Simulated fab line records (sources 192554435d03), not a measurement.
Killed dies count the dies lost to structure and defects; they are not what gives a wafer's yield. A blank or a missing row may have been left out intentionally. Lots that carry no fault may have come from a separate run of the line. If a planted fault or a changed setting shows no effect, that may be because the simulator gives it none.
fab line records	flow n5Finfet
[record] lots = 6	wafers = 18	lastDay = 18
route steps=1938 shown BEOL_M7@1330 BEOL_M8@1332 PASSIVATION@1936
lots that met no fault: taken from a fault-free run of the same line
startH: the number of hours between the record's first day and the start of the first shown wafer of the lot	waitH: hours from the lot's prior step to this one	" as in the row above	L1.1+2: one row covering several wafers at once	- no value, or no start was given	* or withheld: withheld	< > ~ a bound
route shown NAME@n: a module of which the file shows steps, and the number in the route of the first	usual: mean/standard deviation of fault-free wafers	same: alike in all rows	chamber/n: place in a boat	sites: each site's reading	_std_site: standard deviation across them	_edge_site: outer sites' mean less inner sites'	radiusMm: how far each site lies from the wafer's centre	mask NAME#n: copy n	behind: tool/chamber where the wafer was last shaped	hold: the reason the lot was held/the length of the hold in hours/how it ended	device: names the non-switching transistor (n, p or np)	end of line: tests of these same wafers at the route's end	where a step has no rows: the recipe by itself	killed: dies that structure and defects cost at the first sort, which is not the same as the wafer's yield	map: per-die view of a wafer (x killed, . not killed, _ where there is no die)
set.NAME: the setting as run; set.NAME@STEP: as run at that earlier step	model.NAME: the simulator's own value behind a step, which no gauge read
lots at selected steps of the route; one table per step, one row per wafer
services: when a tool's chamber went out of use (startH, in hours from the record's first day, below 0 if earlier), for how many hours, and the reason
[[steps]]
[step N5_BEOL_M7_RS_MEAS_57]
[recipe] thkMeasGauge = four-point-probe	reads = Cu_of_BEOL_M7_ECD_50+Co_of_BEOL_M7_CVD_78+TaN_of_BEOL_M7_ALD_77
[usual] M7_RS = 0.293/0.0095
lot.wafer	tool	chamber	startH	waitH	M7_RS[ohm/sq]
L966.1	filmMetro-01	-	269.70	0.1	0.307
L966.2	"	-	"	"	0.287
L966.5	"	-	"	"	0.304
L965.4	filmMetro-02	-	273.27	0.0	0.298
L965.5	"	-	"	"	0.293
L965.6	"	-	"	"	0.301
L968.4	filmMetro-01	-	293.57	0.0	0.298
L968.5	"	-	"	"	0.297
L968.6	"	-	"	"	0.290
L969.1	filmMetro-02	-	301.27	0.1	0.288
L969.4	"	-	"	"	0.281
L969.5	"	-	"	"	0.290
L972.2	filmMetro-02	-	319.62	0.1	0.313
L972.4	"	-	"	"	0.279
L972.6	"	-	"	"	0.285
L978.1	filmMetro-01	-	346.39	0.1	0.287
L978.2	"	-	"	"	0.294
L978.4	"	-	"	"	0.297
[step N5_BEOL_M7_INSPECT_58]
[recipe] inspectInstrument = darkfield	mode = postDep
[usual] rawDefectCount = 73/23
lot.wafer	tool	chamber	startH	waitH	rawDefectCount
L966.1	defectInspect-02	-	269.73	0.0	66
L966.2	"	-	"	"	55
L966.5	"	-	"	"	79
L965.4	defectInspect-02	-	273.30	0.0	62
L965.5	"	-	"	"	61
L965.6	"	-	"	"	104
L968.4	defectInspect-01	-	293.60	0.0	43
L968.5	"	-	"	"	43
L968.6	"	-	"	"	35
L969.1	defectInspect-02	-	301.30	0.0	104
L969.4	"	-	"	"	54
L969.5	"	-	"	"	85
L972.2	defectInspect-01	-	319.64	0.0	102
L972.4	"	-	"	"	58
L972.6	"	-	"	"	101
L978.1	defectInspect-02	-	346.42	0.0	102
L978.2	"	-	"	"	77
L978.4	"	-	"	"	82
[step N5_BEOL_M8_ILD_DEP_00]
[recipe] material = SiCOH_lowk	targetThkA = 1797.5	tempC = 300	precursor = DEMS/porogen	pressureTorr = 5	rfW = 500	timeS = 33.4
[usual] heaterPowerW = 302/56	rfFwdPowerW = 495.4/2.2	showerheadPlenumPTorr = 5.745/0.018	throttleValvePct = 14.0/0.69
lot.wafer	tool	chamber	startH	waitH	heaterPowerW	rfFwdPowerW	showerheadPlenumPTorr	sinceWetCleanH	throttleValvePct
L966.1	pecvd-01	2	269.77	0.0	288	492.6	5.743	401	12.8
L966.2	"	0	"	"	362	497.3	5.772	1155	14.7
L966.5	"	1	"	"	310	495.4	5.724	-	15.0
L965.4	pecvd-01	2	273.36	0.1	322	495.8	5.749	-	13.1
L965.5	"	0	"	"	367	499.2	5.777	-	15.0
L965.6	"	1	"	"	291	499.6	5.739	-	14.6
L968.4	pecvd-01	1	293.66	0.1	312	497.5	5.722	-	14.8
L968.5	"	0	"	"	322	498.6	5.762	-	14.6
L968.6	"	2	"	"	343	496.5	5.756	-	13.1
L969.1	pecvd-01	1	301.34	0.0	312	499.6	5.717	1911	14.8
L969.4	"	1	"	"	305	495.7	5.738	-	14.8
L969.5	"	0	"	"	380	497.4	5.771	-	15.0
L972.2	pecvd-02	0	319.68	0.0	324	495.7	5.727	1024	13.9
L972.4	"	0	"	"	333	495.2	5.731	-	14.0
L972.6	"	2	"	"	208	494.6	5.734	-	13.0
L978.1	pecvd-03	0	346.45	0.0	186	493.2	5.732	869	13.9
L978.2	"	2	"	"	313	494.4	5.738	115	13.9
L978.4	"	2	"	"	321	493.6	5.737	-	13.7
[step N5_BEOL_M8_CURE_74]
[recipe] tempC = 385	timeS = 240	ambient = He/Ar	material = SiCOH_lowk
[usual] lampPowerPct = 52.31/0.058	wafer_temp_C_max = 386.9/0.82
lot.wafer	tool	chamber	startH	waitH	lampPowerPct	wafer_temp_C_max
L966.1	uvCure-02	0	269.83	0.0	52.36	386.7
L966.2	"	0	"	"	52.33	386.9
L966.5	"	0	"	"	52.35	387.6
L965.4	uvCure-02	2	273.64	0.3	52.26	387.6
L965.5	"	2	"	"	52.26	387.5
L965.6	"	2	"	"	52.28	387.7
L968.4	uvCure-02	2	293.94	0.3	52.34	388.1
L968.5	"	2	"	"	52.31	387.4
L968.6	"	2	"	"	52.28	387.2
L969.1	uvCure-02	1	301.40	0.0	52.43	385.4
L969.4	"	1	"	"	52.22	386.2
L969.5	"	1	"	"	52.30	386.0
L972.2	uvCure-01	0	319.85	0.1	52.26	388.1
L972.4	"	0	"	"	52.34	387.4
L972.6	"	0	"	"	52.36	388.3
L978.1	uvCure-01	2	346.73	0.3	52.24	387.2
L978.2	"	2	"	"	52.30	386.4
L978.4	"	2	"	"	52.24	387.4
[step N5_BEOL_M8_THK_MEAS_01]
[recipe] reads = SiCOH_lowk_of_BEOL_M8_ILD_DEP_00
[usual] M8_ILD_THK = 155.3/1.9
lot.wafer	tool	chamber	startH	waitH	M8_ILD_THK[nm]
L966.1	filmMetro-02	-	270.34	0.4	153.2
L966.2	"	-	"	"	155.9
L966.5	"	-	"	"	157.3
L965.4	filmMetro-01	-	273.91	0.2	156.3
L965.5	"	-	"	"	158.7
L965.6	"	-	"	"	157.2
L968.4	filmMetro-01	-	294.21	0.2	156.4
L968.5	"	-	"	"	157.2
L968.6	"	-	"	"	155.2
L969.1	filmMetro-02	-	302.39	0.8	156.0
L969.4	"	-	"	"	156.6
L969.5	"	-	"	"	155.8
L972.2	filmMetro-02	-	320.28	0.4	157.5
L972.4	"	-	"	"	158.1
L972.6	"	-	"	"	156.4
L978.1	filmMetro-02	-	347.24	0.4	151.1
L978.2	"	-	"	"	152.2
L978.4	"	-	"	"	155.6
[step N5_BEOL_M8_PECVD_70]
[recipe] material = SiO2	targetThkA = 200	tempC = 400	precursor = TEOS/O2	pressureTorr = 5.5	rfW = 450	teosFlowSccm = 53.8	gas = O2	flowSccm = 3000	timeS = 22.7
[usual] heaterPowerW = 706/96	rfFwdPowerW = 444.9/2.1	showerheadPlenumPTorr = 8.80/0.063	throttleValvePct = 22.6/0.99
lot.wafer	tool	chamber	startH	waitH	heaterPowerW	rfFwdPowerW	showerheadPlenumPTorr	sinceWetCleanH	throttleValvePct
L966.1	pecvd-01	1	270.38	0.0	694	449.1	8.72	1881	24.0
L966.2	"	2	"	"	754	446.0	8.84	402	21.1
L966.5	"	0	"	"	721	447.0	8.92	-	23.8
L965.4	pecvd-01	1	273.97	0.1	715	447.1	8.69	-	23.9
L965.5	"	2	"	"	697	445.2	8.85	-	21.1
L965.6	"	0	"	"	856	448.4	8.89	-	23.7
L968.4	pecvd-03	2	294.27	0.1	751	441.7	8.76	-	22.3
L968.5	"	0	"	"	580	442.5	8.76	-	22.6
L968.6	"	1	"	"	828	446.6	8.88	-	22.8
L969.1	pecvd-03	1	302.43	0.0	780	446.5	8.88	1550	23.1
L969.4	"	2	"	"	665	442.2	8.73	-	22.3
L969.5	"	1	"	"	784	445.8	8.89	-	23.2
L972.2	pecvd-01	2	320.32	0.0	756	445.3	8.86	451	21.5
L972.4	"	0	"	"	848	446.9	8.89	-	23.9
L972.6	"	2	"	"	757	443.7	8.86	-	21.1
L978.1	pecvd-02	0	347.28	0.0	737	447.6	8.77	1051	22.5
L978.2	"	2	"	"	594	444.6	8.80	274	21.2
L978.4	"	2	"	"	581	445.2	8.77	-	21.3
[step N5_BEOL_M8_HM_DEP_02]
[recipe] material = TiN	targetThkA = 200	tempC = 25	chamberPressurePa = 0.49996
[usual] throttleValvePct = 29.3/1.1
lot.wafer	tool	chamber	startH	waitH	throttleValvePct
L966.1	pvdSputter-01	-	271.82	1.4	28.7
L966.2	"	-	"	"	30.6
L966.5	"	-	"	"	29.4
L965.4	pvdSputter-01	-	275.58	1.6	29.2
L965.5	"	-	"	"	28.0
L965.6	"	-	"	"	30.9
L968.4	pvdSputter-02	-	296.08	1.8	28.9
L968.5	"	-	"	"	29.2
L968.6	"	-	"	"	31.0
L969.1	pvdSputter-02	-	303.41	1.0	30.6
L969.4	"	-	"	"	28.8
L969.5	"	-	"	"	30.7
L972.2	pvdSputter-02	-	323.69	3.4	28.8
L972.4	"	-	"	"	30.5
L972.6	"	-	"	"	28.3
L978.1	pvdSputter-01	-	349.12	1.8	30.8
L978.2	"	-	"	"	29.3
L978.4	"	-	"	"	28.4
[step N5_BEOL_M8_COAT_59]
[recipe] resist = SOC	tempC = 250	timeS = 60	spinRpm = 1500	resistThkNm = 100
[step N5_BEOL_M8_COAT_60]
[recipe] resist = SiARC	tempC = 220	timeS = 60	spinRpm = 1500	resistThkNm = 35
[step N5_BEOL_M8_COAT_05]
[recipe] resist = CAR-ArF	spinRpm = 1500	resistThkNm = 90
[step N5_BEOL_M8_EBR_07]
[recipe] solvent = PGMEA	ebrWidthMm = 1.5
[step N5_BEOL_M8_SOFTBAKE_06]
[recipe] tempC = 110	timeS = 60	resist = CAR-ArF
[step N5_BEOL_M8_EXPOSE_08]
[recipe] maskId = M8	na = 1.35	sourceShape = dipole	sigmaInner = 0.817	sigmaOuter = 0.97	polarization = te	doseMj = 68.25
[usual] exposureDoseMJCm2 = 68.22/0.076	focusOffsetNm = -0.1/0.57
lot.wafer	tool	chamber	startH	waitH	mask	exposureDoseMJCm2	focusOffsetNm	model.BEOL_M8.overlayXNm
L966.1	arfiScanner-01	0	272.06	-	M8#0	68.30	0.5	-0.8
L966.2	"	0	"	"	M8#0	68.27	0.2	-0.8
L966.5	"	0	"	"	M8#0	68.38	0.5	-0.8
L965.4	arfiScanner-02	0	275.97	-	M8#0	68.19	-0.7	0.2
L965.5	"	0	"	"	M8#0	68.35	-0.4	0.2
L965.6	"	0	"	"	M8#0	68.18	-0.1	0.2
L968.4	arfiScanner-03	0	296.47	-	M8#0	68.19	0.2	0.8
L968.5	"	0	"	"	M8#0	68.12	0.0	0.8
L968.6	"	0	"	"	M8#0	68.18	0.1	0.8
L969.1	arfiScanner-02	0	303.78	-	M8#0	68.08	-1.1	8
L969.4	"	0	"	"	M8#0	68.15	-1.6	8
L969.5	"	0	"	"	M8#0	68.27	0.1	8
L972.2	arfiScanner-02	0	324.07	-	M8#0	68.15	0.0	8.2
L972.4	"	0	"	"	M8#0	68.16	1.3	8.2
L972.6	"	0	"	"	M8#0	68.16	0.3	8.2
L978.1	arfiScanner-01	0	349.57	-	M8#0	68.19	-0.7	-0.4
L978.2	"	0	"	"	M8#0	68.26	-0.2	-0.4
L978.4	"	0	"	"	M8#0	68.19	-0.4	-0.4
[step N5_BEOL_M8_PEB_09]
[recipe] pebTempC = withheld	pebTimeS = 60	resist = CAR-ArF
[step N5_BEOL_M8_DEVELOP_10]
[recipe] developTimeS = 30	developer = TMAH	resist = CAR-ArF	rinseLiquid = diw	dry = airSpin	devTempC = 23
[step N5_BEOL_M8_CD_MEAS_11]
[recipe] targetCdNm = 38.5	landingEnergyEv = 500	detector = seInlens	polarity = opening
[usual] cdNm = 38.4/0.64
lot.wafer	tool	chamber	startH	waitH	cdNm
L966.1	cdSem-01	0	272.19	-	37.8
L966.2	"	0	"	"	38.1
L966.5	"	0	"	"	38.7
L965.4	cdSem-02	0	276.08	-	38.3
L965.5	"	0	"	"	37.8
L965.6	"	0	"	"	37.3
L968.4	cdSem-02	0	296.59	-	38.7
L968.5	"	0	"	"	38.7
L968.6	"	0	"	"	38.7
L969.1	cdSem-02	0	303.90	-	38.5
L969.4	"	0	"	"	38.2
L969.5	"	0	"	"	38.3
L972.2	cdSem-02	0	324.19	-	38.7
L972.4	"	0	"	"	37.9
L972.6	"	0	"	"	39.3
L978.1	cdSem-02	0	349.69	-	38.1
L978.2	"	0	"	"	37.8
L978.4	"	0	"	"	38.8
[step N5_BEOL_M8_OVL_MEAS_12]
[recipe] pointsPerWafer = 44
[usual] M8_OVL = 0.3/0.72
lot.wafer	tool	chamber	startH	waitH	M8_OVL[nm]
L966.1	overlay-02	0	272.22	0.0	-0.3
L966.2	"	0	"	"	-0.1
L966.5	"	0	"	"	-0.6
L965.4	overlay-01	0	276.11	0.0	0.4
L965.5	"	0	"	"	0.4
L965.6	"	0	"	"	-0.4
L968.4	overlay-01	0	296.61	0.0	0.7
L968.5	"	0	"	"	1.3
L968.6	"	0	"	"	1.4
L969.1	overlay-02	0	303.93	0.0	8.2
L969.4	"	0	"	"	6.9
L969.5	"	0	"	"	6.9
L972.2	overlay-01	0	324.22	0.0	7.8
L972.4	"	0	"	"	7.9
L972.6	"	0	"	"	7.9
L978.1	overlay-01	0	349.73	0.0	-0.2
L978.2	"	0	"	"	-0.1
L978.4	"	0	"	"	0.0
[step N5_BEOL_M8_INSPECT_13]
[recipe] mode = adi	inspectInstrument = brightfield
[usual] rawDefectCount = 416/100
lot.wafer	tool	chamber	startH	waitH	rawDefectCount
L966.1	defectInspect-01	-	272.25	0.0	602
L966.2	"	-	"	"	500
L966.5	"	-	"	"	545
L965.4	defectInspect-02	-	276.13	0.0	273
L965.5	"	-	"	"	420
L965.6	"	-	"	"	495
L968.4	defectInspect-02	-	296.64	0.0	316
L968.5	"	-	"	"	270
L968.6	"	-	"	"	386
L969.1	defectInspect-01	-	303.96	0.0	423
L969.4	"	-	"	"	370
L969.5	"	-	"	"	588
L972.2	defectInspect-02	-	324.25	0.0	592
L972.4	"	-	"	"	382
L972.6	"	-	"	"	520
L978.1	defectInspect-02	-	349.75	0.0	600
L978.2	"	-	"	"	458
L978.4	"	-	"	"	641
[step N5_PASSIVATION_PROBE_49]
[usual] defectLimitedYield = 91.4/1.4	killed_at_M0_to_M3 = 33/10	killed_at_M4_up = 14/6.1	killedAtContacts = 14/6.1	killedAtFrontEnd = 38/9.7	killedAtOther = 3.1/2.9	killedDies = 102/17	killedOpen = 67/13	killedShort = 32/8	sort_bin_4_leakage = 0.00/0.051	sort_bin_5_function = 5.1/0.94	sort_bin_6_memory = 3.2/0.68	sort_bin_8_speed = 0.02/0.17	sortNPass = 1078/17	sortYieldPct = 91.3/1.5
[same] grossDies = 1180	killedAtBackSide = 0
lot.wafer	tool	chamber	startH	waitH	defectLimitedYield[%]	killed_at_M0_to_M3	killed_at_M4_up	killedAtContacts	killedAtFrontEnd	killedAtOther	killedDies	killedOpen	killedShort	sort_bin_4_leakage[%]	sort_bin_5_function[%]	sort_bin_6_memory[%]	sort_bin_8_speed[%]	sortNPass	sortYieldPct[%]
L966.1	prober-01	-	346.53	0.0	91.7	28	9	27	32	2	98	63	35	0	5.5	2.5	0.08	1081	91.6
L966.2	prober-01	-	346.58	0.1	91.8	37	11	14	32	3	97	67	29	0	4.4	3.6	0	1083	91.8
L966.5	prober-01	-	346.73	0.2	90.1	45	12	13	37	10	117	63	54	0	5.2	4.3	0	1063	90.1
L965.4	prober-02	-	352.26	0.2	89.9	35	14	22	45	3	119	87	31	0	5.9	3.8	0	1061	89.9
L965.5	prober-02	-	352.31	0.2	89.6	37	14	31	41	0	123	86	36	0	6.4	3.6	0	1057	89.6
L965.6	prober-02	-	352.36	0.3	91.1	24	24	20	37	0	105	68	34	0	4.9	3.6	0	1075	91.1
L968.4	prober-02	-	373.17	0.2	92.1	25	14	17	33	4	93	55	30	0	4.0	2.9	0	1087	92.1
L968.5	prober-02	-	373.22	0.2	92.8	40	12	8	23	2	85	54	25	0	3.8	2.5	0	1095	92.8
L968.6	prober-02	-	373.27	0.3	91.1	63	7	10	24	1	105	62	43	0	5.1	3.4	0	1075	91.1
L969.1	prober-01	-	376.13	0.0	90.4	34	13	23	38	5	113	76	36	0.08	6.1	3.3	0	1066	90.3
L969.4	prober-01	-	376.28	0.2	91.4	26	18	14	44	0	102	75	25	0	5.0	3.5	0	1078	91.4
L969.5	prober-01	-	376.33	0.2	91.4	33	12	18	32	7	102	66	35	0	4.7	3.6	0	1078	91.4
L972.2	prober-02	-	405.53	0.1	90.2	40	4	17	54	1	116	80	36	0	5.9	3.5	0	1064	90.2
L972.4	prober-02	-	405.63	0.2	87.4	40	22	14	72	1	149	100	43	0	8.1	3.6	0	1031	87.4
L972.6	prober-02	-	405.73	0.3	91.2	26	7	20	48	3	104	75	28	0	5.3	3.2	0	1076	91.2
L978.1	prober-02	-	424.95	0.0	91.4	30	14	21	35	1	101	62	38	0	5.4	2.9	0	1079	91.4
L978.2	prober-02	-	425.00	0.1	91.6	36	18	17	28	0	99	72	19	0	4.6	3.1	0	1081	91.6
L978.4	prober-02	-	425.10	0.2	91.0	33	19	11	39	4	106	67	39	0	5.6	3.0	0	1074	91.0
// killed by level:class
L966.1 MOL_CONTACT_COAG:geometricParticle:open=23 BEOL_M0_SAQP:geometricParticle:short=7 DUMMY_GATE:geometricParticle:open=6 BEOL_M1:geometricParticle:open=6 BEOL_M2:geometricParticle:open=6 STI_FIN_REVEAL:geometricParticle:short=5 STARTING-WAFER:geometricParticle:short=5 STI_FIN_REVEAL:geometricParticle:open=4
L966.2 STI_FIN_REVEAL:geometricParticle:open=12 MOL_CONTACT_COAG:geometricParticle:open=9 DUMMY_GATE:geometricParticle:open=7 BEOL_M0:geometricParticle:open=7 BEOL_M0_SAQP:geometricParticle:short=7 MOL_CONTACT_COAG:geometricParticle:short=5 BEOL_M0_SAQP:geometricParticle:open=5 BEOL_M2:geometricParticle:open=5
L966.5 BEOL_M0_SAQP:geometricParticle:short=20 FIN_SAQP:geometricParticle:short=13 BEOL_M0_SAQP:geometricParticle:open=13 MOL_CONTACT_COAG:geometricParticle:open=12 FIN_SAQP:geometricParticle:open=9 BEOL_M5:geometricParticle:open=6 MIM_TOP:geometricParticle:open=4 BEOL_M3:geometricParticle:open=4
L965.4 MOL_CONTACT_COAG:geometricParticle:open=19 BEOL_M1:geometricParticle:open=12 GATE_CUT:geometricParticle:open=9 FIN_SAQP:geometricParticle:open=8 FIN_SAQP:geometricParticle:short=7 BEOL_M3:geometricParticle:open=7 DUMMY_GATE:geometricParticle:open=6 BEOL_M2:geometricParticle:open=5
L965.5 MOL_CONTACT_COAG:geometricParticle:open=22 STI_FIN_REVEAL:geometricParticle:open=12 FIN_SAQP:geometricParticle:short=10 DUMMY_GATE:geometricParticle:open=9 MOL_CONTACT_COAG:geometricParticle:short=9 BEOL_M0_SAQP:geometricParticle:open=7 BEOL_M3:geometricParticle:open=6 BEOL_M4:geometricParticle:open=5
L965.6 MOL_CONTACT_COAG:geometricParticle:open=17 STI_FIN_REVEAL:geometricParticle:open=10 FIN_SAQP:geometricParticle:short=9 BEOL_M4:geometricParticle:open=8 BEOL_M2:geometricParticle:open=7 BEOL_M0_SAQP:geometricParticle:open=6 BEOL_M4:geometricParticle:short=6 STI_FIN_REVEAL:geometricParticle:short=4
L968.4 MOL_CONTACT_COAG:geometricParticle:open=14 BEOL_M4:geometricParticle:open=9 HKMG_FIN:areaEtch=7 BEOL_M3:geometricParticle:open=6 STARTING-WAFER:geometricParticle:short=5 FIN_SAQP:geometricParticle:open=4 BEOL_M0_SAQP:geometricParticle:short=4 BEOL_M1:geometricParticle:open=4
L968.5 BEOL_M2:geometricParticle:open=13 BEOL_M0_SAQP:geometricParticle:short=7 MOL_CONTACT_COAG:geometricParticle:open=6 BEOL_M0_SAQP:geometricParticle:open=6 HKMG_FIN:areaEtch=5 BEOL_M2:geometricParticle:short=4 BEOL_M6:geometricParticle:open=4 DUMMY_GATE:geometricParticle:open=3
L968.6 BEOL_M0_SAQP:geometricParticle:open=27 BEOL_M0_SAQP:geometricParticle:short=17 MOL_CONTACT_COAG:geometricParticle:open=8 BEOL_M1:geometricParticle:open=6 BEOL_M2:geometricParticle:open=6 FIN_SAQP:geometricParticle:open=4 BEOL_M3:geometricParticle:short=4 STARTING-WAFER:geometricParticle:short=4
L969.1 MOL_CONTACT_COAG:geometricParticle:open=17 STI_FIN_REVEAL:geometricParticle:open=11 BEOL_M0_SAQP:geometricParticle:short=11 FIN_SAQP:geometricParticle:open=9 BEOL_M2:geometricParticle:open=8 BEOL_M0_SAQP:geometricParticle:open=7 MOL_CONTACT_COAG:geometricParticle:short=6 BEOL_M4:geometricParticle:open=5
L969.4 STI_FIN_REVEAL:geometricParticle:open=14 MOL_CONTACT_COAG:geometricParticle:open=13 FIN_SAQP:geometricParticle:open=8 BEOL_M4:geometricParticle:open=8 GATE_CUT:geometricParticle:short=5 BEOL_M1:geometricParticle:open=5 BEOL_M0_SAQP:geometricParticle:open=4 BEOL_M0_SAQP:geometricParticle:short=4
L969.5 MOL_CONTACT_COAG:geometricParticle:open=13 BEOL_M2:geometricParticle:open=8 BEOL_M0_SAQP:geometricParticle:open=7 FIN_SAQP:geometricParticle:open=6 BEOL_M1:geometricParticle:open=5 FIN_SAQP:geometricParticle:short=5 MOL_CONTACT_COAG:geometricParticle:short=5 BEOL_M4:geometricParticle:open=5
L972.2 FIN_SAQP:geometricParticle:open=19 FIN_SAQP:geometricParticle:short=15 MOL_CONTACT_COAG:geometricParticle:open=15 BEOL_M0_SAQP:geometricParticle:open=13 BEOL_M0_SAQP:geometricParticle:short=11 BEOL_M2:geometricParticle:open=10 DUMMY_GATE:geometricParticle:open=6 GATE_CUT:geometricParticle:short=4
L972.4 FIN_SAQP:geometricParticle:open=19 FIN_SAQP:geometricParticle:short=14 BEOL_M4:geometricParticle:open=14 MOL_CONTACT_COAG:geometricParticle:open=12 BEOL_M0_SAQP:geometricParticle:open=12 BEOL_M0_SAQP:geometricParticle:short=11 DUMMY_GATE:geometricParticle:open=8 BEOL_M1:geometricParticle:open=7
L972.6 MOL_CONTACT_COAG:geometricParticle:open=18 FIN_SAQP:geometricParticle:open=14 STI_FIN_REVEAL:geometricParticle:open=8 FIN_SAQP:geometricParticle:short=7 BEOL_M0_SAQP:geometricParticle:open=7 DUMMY_GATE:geometricParticle:short=5 BEOL_M1:geometricParticle:open=5 DUMMY_GATE:geometricParticle:open=4
L978.1 MOL_CONTACT_COAG:geometricParticle:open=17 FIN_SAQP:geometricParticle:short=8 BEOL_M4:geometricParticle:open=8 STI_FIN_REVEAL:geometricParticle:open=6 BEOL_M1:geometricParticle:open=6 BEOL_M1:geometricParticle:short=6 BEOL_M3:geometricParticle:open=5 STI_FIN_REVEAL:geometricParticle:short=4
L978.2 BEOL_M1:geometricParticle:open=17 MOL_CONTACT_COAG:geometricParticle:open=16 HKMG_FIN:areaEtch=7 FIN_SAQP:geometricParticle:open=5 BEOL_M0_SAQP:geometricParticle:short=5 BEOL_M5:geometricParticle:open=5 BEOL_M2:geometricParticle:open=4 BEOL_M4:geometricParticle:open=4
L978.4 FIN_SAQP:geometricParticle:open=18 BEOL_M1:geometricParticle:open=9 BEOL_M4:geometricParticle:short=8 MOL_CONTACT_COAG:geometricParticle:open=7 BEOL_M0:geometricParticle:open=6 FIN_SAQP:geometricParticle:short=5 BEOL_M0_SAQP:geometricParticle:short=5 BEOL_M0_SAQP:geometricParticle:open=5
[[services]]
tool	chamber	startH	hours	kind
pecvd-01	-	251.47	0.4	repair
arfiScanner-02	-	265.49	1.3	pm
arfiScanner-02	-	272.14	3.1	pm
arfiScanner-03	-	284.21	3.1	pm
pecvd-02	2	288.92	5.5	scheduledDown
arfiScanner-02	-	293.61	3.2	repair
arfiScanner-03	-	296.81	1.0	pm
arfiScanner-01	0	301.48	-	calibration
pvdSputter-01	-	305.83	20.9	repair
pecvd-03	-	313.31	0.3	repair
arfiScanner-02	-	313.39	1.0	pm
arfiScanner-03	-	314.10	1.0	pm
arfiScanner-01	-	315.70	1.0	repair
pecvd-02	1	315.71	18.0	repair
pecvd-02	-	325.85	2.8	pm
arfiScanner-02	-	326.83	2.4	repair
uvCure-02	-	327.97	1.9	repair
arfiScanner-01	-	329.74	1.7	repair
arfiScanner-03	0	335.05	-	calibration
arfiScanner-01	-	337.63	1.0	pm
arfiScanner-01	-	339.11	1.3	pm
arfiScanner-03	-	346.67	1.3	pm
arfiScanner-02	0	349.26	-	calibration
pvdSputter-02	-	349.46	4.3	repair
[[key]]
[firstSign] step = N5_BEOL_M8_OVL_MEAS_12	reading = M8_OVL	direction = up	sigmas = 10	usual = 0.3	struck = 7.6
effect none on later readings
[modelEffect] step = N5_BEOL_M8_EXPOSE_08	value = BEOL_M8.overlayXNm	without = 0	struck = 8.1
metAt N5_BEOL_M8_EXPOSE_08
struckWafers L969.1,L969.4,L969.5,L972.2,L972.4,L972.6
onsetBetween 275.97 303.78
alsoFits N5_BEOL_M8_HM_DEP_02:pvdSputter-02
[fault] kind = scannerMatchingOverlay	tool = arfiScanner-02	chamber = -	onsetH = 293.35	steps = N5_BEOL_M8_EXPOSE_08	offset = 8.1445
